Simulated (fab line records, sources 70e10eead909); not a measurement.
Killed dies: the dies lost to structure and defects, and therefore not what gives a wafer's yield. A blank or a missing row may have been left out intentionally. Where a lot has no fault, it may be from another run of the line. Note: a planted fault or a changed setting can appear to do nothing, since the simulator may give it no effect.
fab line records	flow nand-harc	part 1 of 2: steps 1 to 4 of 6
record: lots: 24	wafers: 72	last-day: 24
route steps=1159 shown A_ZERO_WELL@405 A_SOURCE_PLATE@420 A_CHANNEL_FILL_D1@501 A_STAIRCASE@582
lots untouched by any fault: they come from a run of this same line in which no faults occurred
start-h: hours from the record's opening day to when the first of the lot's shown wafers began	wait-h: how many hours have passed since the lot's step before this one	" unchanged from the row above	L1.1+2: several wafers, shown together as one row	- no value, or no start given	* or withheld: withheld	< > ~ a bound
route shown NAME@n: a module of which the file shows steps, and the number in the route of the first	usual: average and standard deviation across the fault-free wafers	same: alike in all rows	chamber/n: place in a boat	sites: readings site by site	_std_site: the standard deviation of these	_edge_site: inner sites' mean taken away from outer sites' mean	radius-mm: how far each site lies from the wafer's centre	mask NAME#n: copy n	behind: the most recent tool/chamber to have shaped the wafer	hold: reason for holding the lot/hours on hold/outcome of the hold	device: whichever transistor did not switch (one of n, p or np)	end of line: tests run on the same wafers once the route is complete	a step given without rows: its recipe and nothing more	killed: dies lost to structure and defects at the first sort, not the wafer's yield	map: a wafer's dies, x killed, . not, _ none there
set.NAME: the setting as run; set.NAME@STEP: as run at that earlier step	model.NAME: the simulator's own value behind a step, which no gauge read
the route's steps for a sample of lots (tables are steps, rows are wafers)
services: when a tool's chamber went out of use (start-h, in hours from the record's first day, below 0 if earlier), for how many hours, and the reason
== steps ==
step: NHARC_A_ZERO_WELL_ETCH_13
recipe: target-depth-a: 1200	time-s: 40.1	hbr-flow-sccm: 150	cl2-flow-sccm: 50	rf-w: 400	icp-w: 400	bias-w: 100	chemistry: HBr/Cl2
usual: drypump-motor-current-A: 5.9/0.44	oes-product-au: 1.005/0.0082	throttle-valve-pct: 26.406/0.0094
lot.wafer	tool	chamber	start-h	wait-h	drypump-motor-current-A	oes-product-au	rf-hours-counter-h	throttle-valve-pct
L074.2	rie-si-02	0	132.59	-	6.4	1.008	0.7	26.407
L074.6	"	1	"	"	5.8	1.006	-	26.416
L074.5	"	2	"	"	5.6	1.009	-	26.394
L075.1	rie-si-01	2	143.86	-	5.5	1.011	0.0	26.398
L075.5	"	2	"	"	5.5	1.004	-	26.414
L075.6	"	0	"	"	5.5	1.003	-	26.418
L077.3	rie-si-04	2	150.59	-	6.6	1.014	0.3	26.388
L077.2	"	3	"	"	5.3	0.999	0.4	26.403
L077.5	"	0	"	"	6.2	1.022	-	26.415
L078.1	rie-si-02	1	151.44	-	5.9	1.007	0.9	26.413
L078.6	"	2	"	"	5.6	1.003	-	26.421
L078.5	"	3	"	"	5.2	1.016	-	26.388
L076.4	rie-si-01	3	151.82	-	6.0	1.004	0.1	26.416
L076.2	"	0	"	"	5.5	0.998	0.1	26.402
L076.6	"	0	"	"	5.5	1.000	-	26.407
L079.2	rie-si-04	1	171.79	-	6.1	1.008	0.4	26.398
L079.4	"	2	"	"	6.6	0.992	0.4	26.410
L079.1	"	0	"	"	6.2	1.011	0.4	26.391
L080.1	rie-si-01	1	172.23	-	6.4	0.999	0.2	26.419
L080.2	"	3	"	"	5.9	1.005	0.3	26.417
L080.5	"	1	"	"	6.3	1.013	-	26.412
L082.1	rie-si-04	0	179.39	-	6.2	0.999	0.5	26.403
L082.4	"	2	"	"	6.6	0.999	0.6	26.413
L082.6	"	0	"	"	6.2	1.009	-	26.408
L081.1	rie-si-01	2	181.62	-	5.5	1.012	0.3	26.399
L081.4	"	3	"	"	6.0	1.014	0.4	26.405
L081.6	"	2	"	"	5.5	1.021	-	26.403
L083.2	rie-si-02	2	184.52	-	5.6	0.994	1.2	26.401
L083.1	"	3	"	"	5.2	1.002	1.2	26.419
L083.5	"	1	"	"	5.9	0.994	-	26.421
L084.2	rie-si-01	0	191.95	-	5.5	1.014	0.5	26.404
L084.3	"	2	"	"	5.5	1.014	0.4	26.415
L084.5	"	1	"	"	6.3	0.997	-	26.404
L085.1	rie-si-04	2	209.63	-	6.6	0.999	0.7	26.410
L085.6	"	2	"	"	6.6	1.004	-	26.415
L085.5	"	3	"	"	5.3	0.996	-	26.417
L087.3	rie-si-01	3	210.40	-	6.0	0.988	0.5	26.404
L087.6	"	1	"	"	6.3	0.997	-	26.407
L087.5	"	2	"	"	5.6	1.015	-	26.405
L086.1	rie-si-02	2	210.54	-	5.6	0.997	1.4	26.402
L086.3	"	0	"	"	6.4	1.001	1.2	26.400
L086.6	"	3	"	"	5.2	0.996	-	26.419
L088.2	rie-si-02	2	226.47	-	5.6	1.013	0.0	26.403
L088.1	"	3	"	"	5.2	1.017	0.0	26.393
L088.4	"	0	"	"	6.4	1.011	0.0	26.409
L089.1	rie-si-04	1	226.92	-	6.1	0.999	0.8	26.398
L089.2	"	3	"	"	5.3	0.991	0.8	26.396
L089.5	"	2	"	"	6.6	1.017	-	26.409
L090.3	rie-si-04	1	233.12	-	6.1	0.991	0.9	26.399
L090.1	"	2	"	"	6.6	1.001	0.8	26.399
L090.6	"	1	"	"	6.1	0.999	-	26.380
L091.1	rie-si-02	2	241.62	-	5.6	1.004	0.1	26.387
L091.6	"	3	"	"	5.2	1.012	-	26.399
L091.5	"	0	"	"	6.4	0.998	-	26.401
L092.4	rie-si-04	3	242.33	-	5.3	0.997	0.9	26.419
L092.2	"	1	"	"	6.1	1.010	1.0	26.408
L092.1	"	2	"	"	6.6	1.014	0.9	26.414
L093.1	rie-si-02	0	245.23	-	6.4	1.013	0.2	26.420
L093.4	"	1	"	"	5.9	0.994	0.1	26.416
L093.3	"	2	"	"	5.6	1.012	0.1	26.411
L094.4	rie-si-01	2	245.93	-	5.5	1.027	0.8	26.408
L094.3	"	3	"	"	5.9	1.017	0.7	26.410
L094.1	"	0	"	"	5.5	1.007	0.9	26.409
L095.1	rie-si-01	0	256.60	-	5.5	1.008	1.0	26.405
L095.3	"	1	"	"	6.3	0.998	0.9	26.409
L095.2	"	3	"	"	6.0	1.007	0.8	26.414
L096.4	rie-si-02	2	257.83	-	5.6	1.024	0.2	26.399
L096.2	"	3	"	"	5.2	1.020	0.3	26.407
L096.6	"	1	"	"	5.9	0.998	-	26.392
L097.1	rie-si-04	0	273.65	-	6.2	1.007	1.1	26.406
L097.3	"	1	"	"	6.1	1.009	1.2	26.395
L097.5	"	3	"	"	5.3	0.988	-	26.413
step: NHARC_A_SOURCE_PLATE_THK_MEAS_06
recipe: thk-meas-gauge: ellipsometry
usual: thk-nm: 200.5/2.3
lot.wafer	tool	chamber	start-h	wait-h	thk-nm
L074.2	film-metro-01	-	151.43	0.4	201.6
L074.5	"	-	"	"	200.1
L074.6	"	-	"	"	200.8
L075.1	film-metro-02	-	165.70	0.4	200.5
L075.5	"	-	"	"	200.3
L075.6	"	-	"	"	199.2
L077.2	film-metro-02	-	172.01	0.4	201.5
L077.3	"	-	"	"	201.7
L077.5	"	-	"	"	199.4
L076.2	film-metro-02	-	172.02	0.4	196.3
L076.4	"	-	"	"	197.6
L076.6	"	-	"	"	198.3
L078.1	film-metro-01	-	172.03	0.4	200.8
L078.5	"	-	"	"	199.6
L078.6	"	-	"	"	198.4
L080.1	film-metro-01	-	195.89	0.4	200.3
L080.2	"	-	"	"	200.7
L080.5	"	-	"	"	196.5
L079.1	film-metro-02	-	195.90	0.4	199.6
L079.2	"	-	"	"	202.7
L079.4	"	-	"	"	203.2
L081.1	film-metro-01	-	202.50	0.4	200.0
L081.4	"	-	"	"	197.8
L081.6	"	-	"	"	200.4
L082.1	film-metro-02	-	202.50	0.4	203.1
L082.4	"	-	"	"	201.9
L082.6	"	-	"	"	202.0
L083.1	film-metro-02	-	206.15	0.4	203.2
L083.2	"	-	"	"	201.2
L083.5	"	-	"	"	201.2
L084.2	film-metro-02	-	215.11	0.4	199.7
L084.3	"	-	"	"	199.5
L084.5	"	-	"	"	198.1
L085.1	film-metro-01	-	231.97	0.4	197.3
L085.5	"	-	"	"	199.9
L085.6	"	-	"	"	197.3
L086.1	film-metro-02	-	231.97	0.4	198.1
L086.3	"	-	"	"	200.4
L086.6	"	-	"	"	200.4
L087.3	film-metro-01	-	231.97	0.4	196.6
L087.5	"	-	"	"	198.9
L087.6	"	-	"	"	197.6
L089.1	film-metro-01	-	247.57	0.4	199.9
L089.2	"	-	"	"	200.1
L089.5	"	-	"	"	200.5
L088.1	film-metro-02	-	247.57	0.4	199.4
L088.2	"	-	"	"	202.7
L088.4	"	-	"	"	201.6
L090.1	film-metro-02	-	254.50	0.4	202.5
L090.3	"	-	"	"	204.3
L090.6	"	-	"	"	202.9
L091.1	film-metro-01	-	263.62	0.4	199.4
L091.5	"	-	"	"	201.5
L091.6	"	-	"	"	200.0
L092.1	film-metro-02	-	263.64	0.4	202.5
L092.2	"	-	"	"	201.4
L092.4	"	-	"	"	200.4
L094.1	film-metro-01	-	267.14	0.4	206.2
L094.3	"	-	"	"	205.3
L094.4	"	-	"	"	204.5
L093.1	film-metro-02	-	267.14	0.4	193.9
L093.3	"	-	"	"	197.9
L093.4	"	-	"	"	197.4
L095.1	film-metro-01	-	278.44	0.4	201.8
L095.2	"	-	"	"	201.0
L095.3	"	-	"	"	201.2
L096.2	film-metro-02	-	278.44	0.4	202.0
L096.4	"	-	"	"	201.5
L096.6	"	-	"	"	201.4
L097.1	film-metro-01	-	296.27	0.4	203.1
L097.3	"	-	"	"	201.3
L097.5	"	-	"	"	202.4
step: NHARC_A_CHANNEL_FILL_D1_STRIP_28
recipe: time-s: 20	o2-flow-sccm: 500	ar-flow-sccm: 0	bias-w: 0	chemistry: O2
usual: drypump-motor-current-A: 5.8/0.48	oes-product-au: 0.999/0.0095	rf-vpp-V: 57.7/0.92	showerhead-plenum-p-Torr: 3.50/0.15	throttle-valve-pct: 17.036/0.0094
lot.wafer	tool	chamber	start-h	wait-h	drypump-motor-current-A	oes-product-au	rf-hours-counter-h	rf-vpp-V	showerhead-plenum-p-Torr	throttle-valve-pct
L074.2	rie-diel-01	3	208.69	0.1	6.5	0.986	1	58.5	3.46	17.036
L074.5	"	0	"	"	5.9	1.018	-	56.2	3.50	17.042
L074.6	"	1	"	"	5.8	0.997	-	56.9	3.45	17.037
L075.1	rie-diel-01	2	215.90	0.1	5.8	1.004	1	59.2	3.31	17.037
L075.5	"	2	"	"	5.8	1.003	-	54.9	3.31	17.050
L075.6	"	3	"	"	6.5	0.998	-	57.8	3.46	17.043
L076.4	rie-diel-01	1	221.17	0.1	5.8	0.995	2	56.9	3.45	17.042
L076.2	"	2	"	"	5.8	1.004	1	58.2	3.31	17.028
L076.6	"	3	"	"	6.5	0.995	-	57.9	3.46	17.022
L078.1	rie-diel-12	0	221.19	0.1	5.5	1.000	1	58.6	3.29	17.041
L078.6	"	1	"	"	6.6	1.002	-	58.3	3.46	17.023
L078.5	"	2	"	"	6.3	0.999	-	57.6	3.75	17.033
L077.3	rie-diel-12	0	221.22	0.1	5.5	1.008	1	55.6	3.29	17.037
L077.2	"	1	"	"	6.6	0.996	2	57.3	3.46	17.038
L077.5	"	0	"	"	5.5	1.001	-	56.7	3.29	17.027
L080.1	rie-diel-01	2	248.88	0.1	5.8	1.002	2	56.6	3.31	17.033
L080.2	"	0	"	"	5.9	1.010	3	57.2	3.50	17.035
L080.5	"	1	"	"	5.8	0.999	-	58.2	3.45	17.037
L079.1	rie-diel-12	1	248.90	0.1	6.6	0.980	6	58.0	3.45	17.037
L079.4	"	2	"	"	6.3	0.980	5	59.1	3.75	17.028
L079.2	"	0	"	"	5.5	0.991	7	56.0	3.29	17.057
L081.4	rie-diel-01	1	255.43	0.1	5.8	1.004	2	57.7	3.45	17.048
L081.1	"	2	"	"	5.8	1.010	2	58.1	3.31	17.042
L081.6	"	1	"	"	5.8	0.998	-	58.5	3.45	17.036
L082.4	rie-diel-03	0	255.44	0.1	5.0	0.995	1	56.9	3.46	17.047
L082.1	"	2	"	"	5.5	1.002	1	59.1	3.79	17.037
L082.6	"	0	"	"	5.0	1.004	-	58.7	3.46	17.036
L083.1	rie-diel-03	2	260.74	0.1	5.5	0.997	1	58.2	3.79	17.029
L083.2	"	0	"	"	5.0	0.997	1	58.3	3.46	17.053
L083.5	"	2	"	"	5.5	1.002	-	58.7	3.79	17.024
L084.2	rie-diel-12	1	264.60	0.1	6.6	0.981	9	58.5	3.45	17.051
L084.3	"	2	"	"	6.2	0.992	9	58.8	3.75	17.041
L084.5	"	1	"	"	6.7	0.994	-	59.2	3.45	17.028
L085.1	rie-diel-01	0	281.66	0.1	5.9	1.000	3	57.4	3.50	17.016
L085.6	"	3	"	"	6.5	0.987	-	58.0	3.45	17.031
L085.5	"	0	"	"	5.9	1.005	-	57.6	3.50	17.039
L086.1	rie-diel-12	3	281.67	0.1	5.4	0.986	12	57.1	3.64	17.031
L086.3	"	0	"	"	5.5	1.004	12	57.2	3.29	17.038
L086.6	"	1	"	"	6.6	0.997	-	57.0	3.45	17.041
L087.3	rie-diel-03	1	281.67	0.1	5.3	1.009	2	57.6	3.53	17.032
L087.5	"	2	"	"	5.5	0.995	-	59.2	3.79	17.021
L087.6	"	3	"	"	5.7	1.003	-	57.5	3.49	17.044
L088.2	rie-diel-01	2	295.31	0.1	5.8	1.001	3	57.7	3.31	17.031
L088.1	"	3	"	"	6.5	1.000	3	58.0	3.45	17.049
L088.4	"	1	"	"	5.8	0.989	4	56.8	3.45	17.035
L089.2	rie-diel-03	0	295.31	0.1	5.0	0.986	2	57.1	3.46	17.042
L089.1	"	1	"	"	5.3	1.016	3	58.8	3.53	17.041
L089.5	"	3	"	"	5.7	1.007	-	57.6	3.49	17.034
L090.3	rie-diel-03	1	302.32	0.1	5.3	1.018	3	57.5	3.53	17.021
L090.1	"	2	"	"	5.5	0.999	3	59.7	3.79	17.045
L090.6	"	2	"	"	5.5	1.005	-	57.8	3.79	17.021
L091.1	rie-diel-03	1	315.25	0.1	5.3	1.018	3	59.0	3.53	17.038
L091.6	"	1	"	"	5.3	1.006	-	58.6	3.53	17.028
L091.5	"	2	"	"	5.5	0.993	-	57.8	3.79	17.034
L093.4	rie-diel-03	0	315.29	0.1	5.0	0.987	3	57.4	3.46	17.038
L093.1	"	1	"	"	5.3	1.019	3	56.2	3.53	17.040
L093.3	"	2	"	"	5.5	1.005	3	59.3	3.79	17.053
L094.3	rie-diel-12	0	315.34	0.2	5.5	0.993	17	58.1	3.28	17.031
L094.4	"	1	"	"	6.6	1.004	16	56.3	3.45	17.038
L094.1	"	3	"	"	5.3	0.987	17	58.7	3.63	17.047
L092.4	rie-diel-12	2	315.36	0.2	6.3	0.986	16	58.7	3.75	17.042
L092.1	"	0	"	"	5.5	0.991	17	56.7	3.28	17.028
L092.2	"	1	"	"	6.6	1.010	17	57.3	3.45	17.053
L095.1	rie-diel-12	3	329.00	0.1	5.4	0.994	21	56.9	3.63	17.041
L095.2	"	0	"	"	5.5	1.005	20	55.9	3.28	17.028
L095.3	"	2	"	"	6.3	1.000	19	57.4	3.74	17.048
L096.4	rie-diel-01	3	329.00	0.1	6.5	0.994	0	57.3	3.45	17.024
L096.2	"	1	"	"	5.8	1.000	0	57.1	3.44	17.038
L096.6	"	2	"	"	5.8	0.989	-	56.9	3.31	17.029
L097.1	rie-diel-01	1	351.84	0.1	5.8	1.023	1	55.8	3.44	17.029
L097.3	"	0	"	"	5.9	1.000	1	59.6	3.50	17.037
L097.5	"	1	"	"	5.8	1.014	-	59.0	3.45	17.053
step: NHARC_A_STAIRCASE_ETCH_188
recipe: target-depth-a: 1000	time-s: 40.5	ion-energy-ev: 400	c4f8-flow-sccm: 20	o2-flow-sccm: 10	ar-flow-sccm: withheld	rf-w: 600	bias-w: 1000	chemistry: C4F8/O2
usual: oes-product-au: 0.934/0.013	rf-vpp-V: 893/3.8
lot.wafer	tool	chamber	start-h	wait-h	oes-product-au	rf-hours-counter-h	rf-vpp-V
L074.2	rie-diel-13	1	-	-	0.936	43	894
L074.5	"	1	"	"	0.949	-	895
L074.6	"	2	"	"	0.940	-	890
L075.1	rie-diel-10	1	-	-	0.926	22	902
L075.6	"	2	"	"	0.927	-	893
L075.5	"	3	"	"	0.936	-	894
L076.4	rie-diel-09	0	-	-	0.930	58	899
L076.2	"	1	"	"	0.938	55	890
L076.6	"	3	"	"	0.929	-	888
L077.3	rie-diel-10	2	-	-	0.933	27	891
L077.2	"	1	"	"	0.959	26	902
L077.5	"	2	"	"	0.933	-	892
L078.1	rie-diel-10	2	-	-	0.941	27	891
L078.6	"	3	"	"	0.931	-	895
L078.5	"	0	"	"	0.936	-	893
L079.1	rie-diel-09	3	-	-	0.941	3	890
L079.2	"	0	"	"	0.928	4	897
L079.4	"	1	"	"	0.948	4	890
L080.1	rie-diel-10	3	-	-	0.928	38	895
L080.2	"	0	"	"	0.917	29	892
L080.5	"	2	"	"	0.925	-	891
L081.1	rie-diel-09	0	-	-	0.924	9	896
L081.4	"	1	"	"	0.925	8	890
L081.6	"	0	"	"	0.936	-	898
L082.4	rie-diel-10	0	-	-	0.927	31	891
L082.1	"	3	"	"	0.929	41	895
L082.6	"	1	"	"	0.926	-	900
L083.2	rie-diel-09	3	-	-	0.922	9	890
L083.1	"	1	"	"	0.931	9	891
L083.5	"	3	"	"	0.928	-	889
L084.2	rie-diel-13	2	-	-	0.963	5	890
L084.3	"	0	"	"	0.945	5	897
L084.5	"	2	"	"	0.949	-	889
L087.3	rie-diel-09	0	-	-	0.915	18	896
L087.6	"	3	"	"	0.938	-	889
L087.5	"	0	"	"	0.910	-	896
L086.3	rie-diel-13	3	-	-	0.952	13	895
L086.1	"	0	"	"	0.963	11	894
L086.6	"	1	"	"	0.955	-	894
L085.1	rie-diel-09	2	-	-	0.912	20	888
L085.5	"	1	"	"	0.932	-	890
L085.6	"	2	"	"	0.922	-	889
L089.2	rie-diel-13	3	-	-	0.928	16	894
L089.1	"	1	"	"	0.937	14	895
L089.5	"	3	"	"	0.925	-	894
L088.1	rie-diel-10	3	-	-	0.958	58	894
L088.4	"	0	"	"	0.948	47	890
L088.2	"	1	"	"	0.955	54	902
L090.1	rie-diel-10	3	-	-	0.933	60	894
L090.3	"	0	"	"	0.920	49	891
L090.6	"	2	"	"	0.927	-	893
L092.2	rie-diel-10	3	-	-	0.940	63	894
L092.1	"	0	"	"	0.926	52	890
L092.4	"	2	"	"	0.929	62	891
L094.1	rie-diel-13	2	-	-	0.932	22	889
L094.3	"	1	"	"	0.936	21	895
L094.4	"	0	"	"	0.927	-	896
L093.3	rie-diel-13	2	-	-	0.941	24	890
L093.4	"	3	"	"	0.987	23	893
L093.1	"	0	"	"	0.953	24	896
L091.1	rie-diel-09	0	-	-	0.929	31	898
L091.6	"	0	"	"	0.934	-	895
L091.5	"	1	"	"	0.945	-	889
L096.4	rie-diel-13	2	-	-	0.918	33	889
L096.2	"	3	"	"	0.911	31	893
L096.6	"	2	"	"	0.920	-	889
L095.2	rie-diel-09	1	-	-	0.922	38	890
L095.3	"	3	"	"	0.917	42	888
L095.1	"	0	"	"	0.926	39	897
L097.1	rie-diel-09	2	-	-	0.928	47	889
L097.3	"	3	"	"	0.940	47	888
L097.5	"	3	"	"	0.936	-	887
